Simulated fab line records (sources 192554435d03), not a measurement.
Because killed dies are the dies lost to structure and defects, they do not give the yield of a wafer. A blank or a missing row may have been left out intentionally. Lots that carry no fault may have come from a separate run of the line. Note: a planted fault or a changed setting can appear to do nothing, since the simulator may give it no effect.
fab line records ; flow n5Finfet
[record] lots = 9; wafers = 27; lastDay = 18
route steps=1938 shown GATE_CUT@499 BEOL_M4@1111 PASSIVATION@1936
lots that met no fault: from a run of the same line without faults
startH: start of the lot's first displayed wafer, in hours after the record's first day ; waitH: time in hours since the lot's previous step ; " the same as in the row above ; L1.1+2: a single row standing in for several wafers ; - no value, or no start given ; * or withheld: withheld ; < > ~ a bound
route shown NAME@n: names a module that has steps shown in the file, with the first one's number in the route ; usual: mean/standard deviation taken from wafers without a fault ; same: alike in all rows ; chamber/n: place in a boat ; sites: each site's reading ; _std_site: the standard deviation of these ; _edge_site: mean of outer sites minus mean of inner sites ; radiusMm: how far each site lies from the wafer's centre ; mask NAME#n: copy n ; behind: the most recent tool/chamber to have shaped the wafer ; hold: reason for holding the lot/hours on hold/outcome of the hold ; device: names the non-switching transistor (n, p or np) ; end of line: tests run on the same wafers once the route is complete ; step lacking rows: just its recipe ; killed: dies lost to structure and defects at the first sort, not the wafer's yield ; map: per-die view of a wafer (x killed, . not killed, _ where there is no die)
set.NAME: the setting the step ran with; set.NAME@STEP: the setting that earlier step ran with ; model.NAME: the simulator's own value behind a step, which no gauge read
one table for each step of the route and one row for each wafer, over a sample of lots
services: when a tool's chamber went out of use (startH, in hours from the record's first day, below 0 if earlier), for how many hours, and the reason
[[steps]]
[step N5_GATE_CUT_ETCH_19]
[recipe] chemistry = CH3F/O2; target = SiNx; maskMaterial = SiO2; targetDepthA = 537; timeS = 76.7; pressureMtorr = 30; sourceW = 395; biasW = 73; Ar_flow_sccm = 150; CH3F_flow_sccm = 30; O2_flow_sccm = 20; ionEnergyEv = 120; ends = cleared
[usual] biasW = 73.02/0.23; drypumpMotorCurrentA = 5.4/0.42; etchRfOnTimeS = 77.7/1.4; oes_f_703_au = 0.81/0.088; oesProductAu = 0.70/0.077; rfVppV = 297/7.8; showerheadPlenumPTorr = 2.00/0.054; throttleValvePct = 16.38/0.26
lot.wafer;tool;chamber;startH;waitH;biasW;drypumpMotorCurrentA;etchRfOnTimeS;oes_f_703_au;oesProductAu;rfHoursCounterH;rfVppV;showerheadPlenumPTorr;throttleValvePct
L628.1;rieDiel-04;3;85.44;0.0;73.03;4.8;77.5;0.69;0.58;239;292;1.99;16.46
L628.2;rieDiel-04;0;85.44;0.0;73.25;5.6;77.5;0.68;0.59;254;296;1.96;16.86
L628.3;rieDiel-04;0;85.44;0.0;73.13;5.6;77.7;0.68;0.59;-;296;1.95;16.85
L636.1;rieDiel-04;2;132.27;0.0;72.93;5.2;80.1;0.85;0.78;16;309;2.05;16.29
L636.5;rieDiel-04;1;132.27;0.0;73.30;5.3;76.3;0.74;0.62;-;297;2.00;16.68
L636.6;rieDiel-04;3;132.27;0.0;73.60;4.8;78.1;0.68;0.56;-;290;1.99;16.49
L637.2;rieDiel-06;0;138.66;0.0;72.90;5.0;78.7;0.70;0.59;210;299;1.98;16.70
L637.4;rieDiel-06;2;138.66;0.0;72.96;5.6;78.3;0.75;0.66;113;303;1.94;16.62
L637.6;rieDiel-06;1;138.66;0.0;72.77;6.3;78.8;0.87;0.78;-;304;2.12;16.09
L638.1;rieDiel-06;1;143.87;0.0;72.91;6.3;78.7;0.87;0.77;13;304;2.12;16.09
L638.3;rieDiel-06;3;143.87;0.0;73.06;4.8;79.9;0.91;0.75;26;287;1.95;15.96
L638.4;rieDiel-06;0;143.87;0.0;73.19;5.0;79.3;0.70;0.60;211;299;1.98;16.70
L647.2;rieDiel-06;3;200.27;0.0;73.33;4.8;79.4;0.88;0.73;40;286;1.95;15.98
L647.4;rieDiel-06;1;200.27;0.0;73.16;6.3;77.3;0.83;0.75;31;305;2.11;16.12
L647.5;rieDiel-06;2;200.27;0.0;72.97;5.6;77.9;0.73;0.65;-;303;1.93;16.65
L648.2;rieDiel-06;2;206.10;0.0;73.33;5.6;78.0;0.73;0.65;132;304;1.93;16.66
L648.4;rieDiel-06;3;206.10;0.0;73.38;4.8;78.5;0.86;0.73;42;287;1.95;15.97
L648.6;rieDiel-06;2;206.10;0.0;73.10;5.6;78.3;0.73;0.65;-;303;1.93;16.65
L649.3;rieDiel-05;2;215.86;0.0;72.90;5.8;77.3;0.86;0.70;71;288;2.01;16.19
L649.4;rieDiel-05;0;215.86;0.0;73.08;5.2;79.4;0.74;0.64;132;304;1.92;16.53
L649.6;rieDiel-05;3;215.86;0.0;72.94;5.7;78.2;0.68;0.58;-;309;2.08;16.59
L650.1;rieDiel-04;1;218.03;0.0;73.17;5.4;77.5;0.71;0.60;198;299;1.98;16.75
L650.5;rieDiel-04;2;218.03;0.0;72.97;5.2;79.2;0.81;0.73;-;307;2.04;16.34
L650.6;rieDiel-04;1;218.03;0.0;72.60;5.4;78.1;0.71;0.60;-;299;1.98;16.74
L651.4;rieDiel-04;0;224.22;0.0;72.69;5.6;77.2;0.85;0.76;30;296;1.94;16.39
L651.5;rieDiel-04;2;224.22;0.0;73.02;5.2;79.2;0.80;0.72;-;307;2.04;16.36
L651.6;rieDiel-04;3;224.22;0.0;73.22;4.8;74.9;0.95;0.81;-;291;1.98;16.01
[step N5_GATE_CUT_STRIP_21]
[recipe] chemistry = N2/H2; timeS = 30; powerW = 1000; tempC = 250; pressureMtorr = withheld; n2FlowSccm = 1750; h2FlowSccm = 3250
[usual] drypumpMotorCurrentA = 5.5/0.47; h2FlowSccm = 3247/9.9; heaterPowerW = 373/29
lot.wafer;tool;chamber;startH;waitH;drypumpMotorCurrentA;h2FlowSccm;heaterPowerW;rfHoursCounterH
L628.1;plasmaAsher-02;1;85.88;0.0;6.3;3254;366;93
L628.2;plasmaAsher-02;0;85.88;0.0;5.7;3240;336;93
L628.3;plasmaAsher-02;1;85.88;0.0;6.3;3246;363;-
L636.1;plasmaAsher-01;0;133.05;0.2;5.0;3244;414;46
L636.5;plasmaAsher-01;1;133.05;0.2;5.4;3242;366;-
L636.6;plasmaAsher-01;0;133.05;0.2;5.0;3252;419;-
L637.2;plasmaAsher-01;1;139.33;0.1;5.5;3237;363;47
L637.4;plasmaAsher-01;0;139.33;0.1;5.0;3252;428;-
L637.6;plasmaAsher-01;0;139.33;0.1;5.0;3244;418;-
L638.1;plasmaAsher-02;1;144.27;0.0;6.3;3249;357;106
L638.3;plasmaAsher-02;0;144.27;0.0;5.7;3241;343;-
L638.4;plasmaAsher-02;1;144.27;0.0;6.3;3249;356;-
L647.2;plasmaAsher-02;0;204.10;0.1;5.7;3260;336;115
L647.4;plasmaAsher-02;0;204.10;0.1;5.7;3248;340;-
L647.5;plasmaAsher-02;0;204.10;0.1;5.7;3248;347;-
L648.2;plasmaAsher-01;0;206.50;0.0;5.0;3237;426;61
L648.4;plasmaAsher-01;1;206.50;0.0;5.4;3246;361;-
L648.6;plasmaAsher-01;0;206.50;0.0;5.0;3251;428;-
L649.3;plasmaAsher-01;0;216.27;0.1;5.0;3259;427;-
L649.4;plasmaAsher-01;1;216.27;0.1;5.5;3248;366;-
L649.6;plasmaAsher-01;0;216.27;0.1;4.9;3266;407;-
L650.1;plasmaAsher-02;1;218.44;0.0;6.3;3246;355;118
L650.5;plasmaAsher-02;0;218.44;0.0;5.7;3244;344;-
L650.6;plasmaAsher-02;1;218.44;0.0;6.3;3242;364;-
L651.4;plasmaAsher-01;0;224.64;0.1;4.9;3244;413;-
L651.5;plasmaAsher-01;0;224.64;0.1;5.0;3253;418;-
L651.6;plasmaAsher-01;1;224.64;0.1;5.4;3243;359;-
[step N5_GATE_CUT_ALD_22]
[recipe] material = SiNx; targetThkA = 160; tempC = 400; aldPrecursorFamily = SiH2I2; aldCoReactant = N2/H2-plasma; pulseTimeS = 1; aldCycles = 320; purgeTimeS = 2; coReactantPurgeTimeS = 2; pressureTorr = 2
[usual] heaterPowerW = 833/95; precursorPulseHeightRel = 1.002/0.019
[same] aldCycles = 320
lot.wafer;tool;chamber;startH;waitH;heaterPowerW;precursorPulseHeightRel;sinceWetCleanH
L628.1;aldSin-04;1;86.51;0.5;1019;1.023;183
L628.2;aldSin-04;3;86.51;0.5;851;0.993;183
L628.3;aldSin-04;0;86.51;0.5;731;0.987;183
L636.1;aldSin-04;2;133.21;0.0;776;0.992;229
L636.5;aldSin-04;3;133.21;0.0;851;1.035;-
L636.6;aldSin-04;2;133.21;0.0;805;1.004;-
L637.2;aldSin-04;0;139.53;0.0;720;1.013;236
L637.4;aldSin-04;1;139.53;0.0;1002;0.979;236
L637.6;aldSin-04;0;139.53;0.0;735;0.996;-
L638.1;aldSin-01;0;144.42;0.0;756;1.012;43
L638.3;aldSin-01;3;144.42;0.0;968;1.033;43
L638.4;aldSin-01;1;144.42;0.0;848;1.003;43
L647.2;aldSin-01;0;204.64;0.4;747;0.970;103
L647.4;aldSin-01;2;204.64;0.4;728;0.965;103
L647.5;aldSin-01;3;204.64;0.4;1000;1.024;-
L648.2;aldSin-01;1;206.66;0.0;827;1.023;105
L648.4;aldSin-01;3;206.66;0.0;991;1.003;105
L648.6;aldSin-01;2;206.66;0.0;747;1.008;-
L649.3;aldSin-01;1;216.84;0.5;854;1.002;115
L649.4;aldSin-01;3;216.84;0.5;964;0.989;115
L649.6;aldSin-01;0;216.84;0.5;774;0.962;-
L650.1;aldSin-03;2;218.63;0.1;844;1.026;27
L650.5;aldSin-03;3;218.63;0.1;843;1.014;-
L650.6;aldSin-03;2;218.63;0.1;834;0.959;-
L651.4;aldSin-01;0;224.78;0.0;765;0.988;123
L651.5;aldSin-01;2;224.78;0.0;765;1.004;-
L651.6;aldSin-01;1;224.78;0.0;853;0.976;-
[step N5_GATE_CUT_CMP_23]
[recipe] stopOn = SiO2; tOverpolishS = 23.4; postCmpClean = alkalineBrush; downForcePsi = 2.5; platenRpm = 51.8; padVelocityMS = 1.0307; targetThkNm = 16
[usual] headPressurePsi = 2.500/0.0054; motorCurrentA = 9.1/0.96; overpolishRunS = 23.400/0.0094; padLifeWafers = 964/470; timeToEndpointS = 18.8/2.7
[same] tOverpolishS = 23.4
lot.wafer;tool;chamber;startH;waitH;headPressurePsi;motorCurrentA;overpolishRunS;padLifeWafers;timeToEndpointS
L628.3;cmp-04;1;88.04;0.8;2.504;7.5;23.400;570;22.3
L628.1;cmp-04;3;88.04;0.8;2.496;9.4;23.398;572;24.7
L628.2;cmp-04;0;88.04;0.8;2.504;7.7;23.391;573;19.2
L636.1;cmp-04;0;134.70;0.8;2.500;7.9;23.389;882;15.1
L636.6;cmp-04;0;134.70;0.8;2.495;7.5;23.405;-;15.9
L636.5;cmp-04;1;134.70;0.8;2.108;7.1;23.390;-;22.5
L637.2;cmp-04;3;141.06;0.8;2.504;9.1;23.407;931;21.2
L637.4;cmp-04;1;141.06;0.8;2.103;6.9;23.411;933;24.6
L637.6;cmp-04;3;141.06;0.8;2.497;9.2;23.392;-;19.5
L638.1;cmp-03;2;145.95;0.8;2.507;8.6;23.405;787;16.7
L638.4;cmp-03;3;145.95;0.8;2.505;7.6;23.415;788;19.0
L638.3;cmp-03;0;145.95;0.8;2.505;9.1;23.387;789;20.7
L647.4;cmp-04;2;206.13;0.8;2.507;10.2;23.404;1380;18.6
L647.2;cmp-04;1;206.13;0.8;2.494;7.6;23.400;1383;20.5
L647.5;cmp-04;3;206.13;0.8;2.506;9.0;23.403;-;21.8
L648.2;cmp-04;1;208.15;0.8;2.507;7.7;23.402;1392;19.3
L648.4;cmp-04;2;208.15;0.8;2.501;10.2;23.389;1393;19.9
L648.6;cmp-04;2;208.15;0.8;2.496;9.7;23.402;-;19.3
L649.4;cmp-04;2;218.33;0.8;2.501;10.1;23.396;1470;18.1
L649.3;cmp-04;1;218.33;0.8;2.497;7.7;23.399;1473;20.2
L649.6;cmp-04;3;218.33;0.8;2.495;9.4;23.410;-;19.2
L650.1;cmp-03;3;220.24;0.9;2.494;7.4;23.393;1365;20.5
L650.6;cmp-03;0;220.24;0.9;2.497;9.1;23.389;-;19.5
L650.5;cmp-03;1;220.24;0.9;2.497;10.2;23.417;-;16.7
L651.4;cmp-04;0;226.34;0.8;2.502;7.6;23.411;1538;17.5
L651.6;cmp-04;2;226.34;0.8;2.497;9.6;23.393;-;22.6
L651.5;cmp-04;3;226.34;0.8;2.505;9.4;23.381;-;19.6
[step N5_BEOL_M4_RC_MEAS_101]
[usual] DIBL_N = 36.6/2.3; DIBL_P = 36.3/2.8; IOFF_N = 0.17/0.047; IOFF_P = 0.22/0.048; ION_N = 676/14; ION_P = 463/9.4; SS_N = 71.6/0.84; SS_P = 73.4/0.85; VT_N = 249/3.7; VT_P = -249/3.6
lot.wafer;tool;chamber;startH;waitH;DIBL_N[mV/V];DIBL_P[mV/V];IOFF_N[nA/um];IOFF_P[nA/um];ION_N[uA/um];ION_P[uA/um];SS_N[mV/dec];SS_P[mV/dec];VT_N[mV];VT_P[mV]
L628.1;prober-02;0;167.15;0.0;35.1;32.6;0.15;0.18;667;461;72.0;73.0;249;-249
L628.2;prober-02;0;167.15;0.0;34.6;33.7;0.13;0.18;679;470;70.9;71.8;253;-249
L628.3;prober-02;0;167.15;0.0;37.2;37.4;0.18;0.24;674;467;71.3;73.8;248;-248
L636.1;prober-02;0;214.55;0.0;39.4;39.4;0.21;0.22;690;463;72.2;74.4;246;-253
L636.5;prober-02;0;214.55;0.0;40.5;39.7;0.26;0.24;688;460;72.3;74.2;244;-250
L636.6;prober-02;0;214.55;0.0;33.3;33.1;0.11;0.14;655;442;71.2;72.8;253;-258
L637.2;prober-01;0;220.68;0.2;38.0;38.6;0.21;0.30;691;477;72.2;74.2;247;-241
L637.4;prober-01;0;220.68;0.2;38.0;39.6;0.23;0.33;697;481;71.9;74.5;246;-240
L637.6;prober-01;0;220.68;0.2;36.7;37.7;0.19;0.27;677;471;72.0;74.3;249;-242
L638.1;prober-01;0;228.44;0.0;36.1;36.6;0.14;0.20;670;461;70.8;73.4;250;-250
L638.3;prober-01;0;228.44;0.0;32.4;30.0;0.09;0.12;662;453;70.4;71.4;257;-257
L638.4;prober-01;0;228.44;0.0;36.0;36.9;0.15;0.21;692;468;70.9;72.8;249;-250
L647.2;prober-01;0;287.18;0.2;36.6;38.3;0.16;0.25;679;473;73.0;73.3;248;-247
L647.4;prober-01;0;287.18;0.2;34.8;35.2;0.13;0.19;661;459;71.9;73.0;253;-253
L647.5;prober-01;0;287.18;0.2;35.4;37.6;0.15;0.23;681;470;71.8;74.2;251;-247
L649.3;prober-02;0;291.28;0.3;36.4;35.4;0.16;0.19;668;458;71.6;72.9;250;-252
L649.4;prober-02;0;291.28;0.3;34.7;33.0;0.13;0.17;688;471;71.2;72.6;250;-251
L649.6;prober-02;0;291.28;0.3;36.7;35.2;0.16;0.20;681;469;71.7;73.6;252;-248
L648.2;prober-02;0;295.01;0.2;35.8;32.8;0.16;0.16;665;450;71.0;72.8;249;-256
L648.4;prober-02;0;295.01;0.2;35.3;35.1;0.15;0.19;659;446;71.2;72.9;247;-252
L648.6;prober-02;0;295.01;0.2;33.0;32.1;0.12;0.16;671;462;71.2;71.8;252;-254
L650.1;prober-01;0;309.81;0.0;40.5;41.1;0.25;0.29;671;459;72.9;75.4;244;-249
L650.5;prober-01;0;309.81;0.0;39.5;40.5;0.24;0.27;674;458;72.5;74.9;243;-250
L650.6;prober-01;0;309.81;0.0;38.0;36.5;0.18;0.21;674;455;72.3;74.3;248;-253
L651.4;prober-02;0;310.46;0.5;39.1;40.3;0.23;0.30;704;479;72.8;74.6;243;-245
L651.5;prober-02;0;310.46;0.5;33.5;33.6;0.14;0.18;688;474;71.2;73.0;248;-249
L651.6;prober-02;0;310.46;0.5;38.9;37.9;0.22;0.25;683;468;72.8;73.7;246;-244
[step N5_PASSIVATION_PROBE_49]
[usual] defectLimitedYield = 91.5/1.5; killed_at_M0_to_M3 = 33/9.9; killed_at_M4_up = 14/5.2; killedAtContacts = 11/5.2; killedAtFrontEnd = 38/10; killedAtOther = 4/3.5; killedDies = 100/18; killedOpen = 66/14; killedShort = 32/6.9; sort_bin_5_function = 5.0/1; sort_bin_6_memory = 3.1/0.69; sortNPass = 1080/18; sortYieldPct = 91.5/1.5
[same] grossDies = 1180; killedAtBackSide = 0; sort_bin_4_leakage[%] = 0; sort_bin_8_speed[%] = 0
lot.wafer;tool;chamber;startH;waitH;defectLimitedYield[%];killed_at_M0_to_M3;killed_at_M4_up;killedAtContacts;killedAtFrontEnd;killedAtOther;killedDies;killedOpen;killedShort;sort_bin_5_function[%];sort_bin_6_memory[%];sortNPass;sortYieldPct[%]
L636.6;prober-02;-;327.96;0.3;90.6;15;26;18;37;15;111;64;32;5.7;3.2;1069;90.6
L637.2;prober-02;-;332.09;0.1;93.1;16;10;7;47;2;82;52;26;3.7;3.1;1098;93.1
// killed by level:class
L636.6 MOL_CONTACT_COAG:geometricParticle:open=14 BEOL_M4:geometricParticle:open=14 PASSIVATION:areaEtch=13 FIN_SAQP:geometricParticle:open=9 FIN_SAQP:geometricParticle:short=7 BEOL_M3:geometricParticle:open=7 BEOL_M4:geometricParticle:short=5 MOL_CONTACT_COAG:geometricParticle:short=4
L637.2 FIN_SAQP:geometricParticle:open=15 DUMMY_GATE:geometricParticle:open=8 MOL_CONTACT_COAG:geometricParticle:open=6 FIN_SAQP:geometricParticle:short=5 BEOL_M0_SAQP:geometricParticle:short=5 BEOL_M3:geometricParticle:open=4 BEOL_M4:geometricParticle:open=4 STI_FIN_REVEAL:geometricParticle:open=3
[[services]]
tool;chamber;startH;hours;kind
rieDiel-04;1;71.14;16.1;repair
aldSin-03;0;78.90;2.7;repair
aldSin-01;-;87.93;14.0;pm
aldSin-04;2;88.36;10.2;repair
rieDiel-06;0;92.46;3.0;repair
cmp-04;-;94.09;4.1;repair
aldSin-04;1;99.13;18.3;repair
rieDiel-06;3;129.28;3.8;repair
aldSin-01;0;130.86;4.6;repair
cmp-03;-;134.55;0.3;repair
cmp-03;-;139.44;2.7;repair
rieDiel-04;2;140.35;6.3;repair
rieDiel-04;3;142.94;15.3;repair
cmp-04;-;143.20;1.9;repair
rieDiel-04;-;145.57;2.8;pm
plasmaAsher-01;-;150.28;1.2;repair
rieDiel-06;3;153.13;9.8;repair
cmp-04;-;154.83;6.4;pm
rieDiel-06;2;156.30;7.3;repair
plasmaAsher-01;-;177.64;3.0;repair
cmp-03;-;182.72;0.4;repair
plasmaAsher-02;-;185.70;14.6;pm
aldSin-04;-;212.48;14.6;pm
cmp-04;-;213.83;0.9;repair
[[key]]
[firstSign] step = N5_GATE_CUT_CMP_23; reading = headPressurePsi; direction = down; sigmas = 74; usual = 2.500; struck = 2.105
effect none on later readings
metAt N5_GATE_CUT_CMP_23
struckLots L636,L637
struckWafers L636.5,L637.4
[baselineLoss] step = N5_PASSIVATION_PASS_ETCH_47; wafers = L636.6
notActingAt N5_GATE_CUT_ETCH_19,N5_GATE_CUT_STRIP_21,N5_GATE_CUT_ALD_22
onsetBetween 88.04 134.70
[fault] kind = processParameterDrift; tool = cmp-04; chamber = 1; onsetH = 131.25; steps = N5_GATE_CUT_CMP_23; channel = downForcePsi; offset = -0.39068; shape = step; endH = 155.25; actsIn = theseRecipesOnly; stated = 2.5
// baselineLoss: these wafers lose ten dies or more at that step, a loss of the line's own and not of a fault; the sort's usual values leave them out
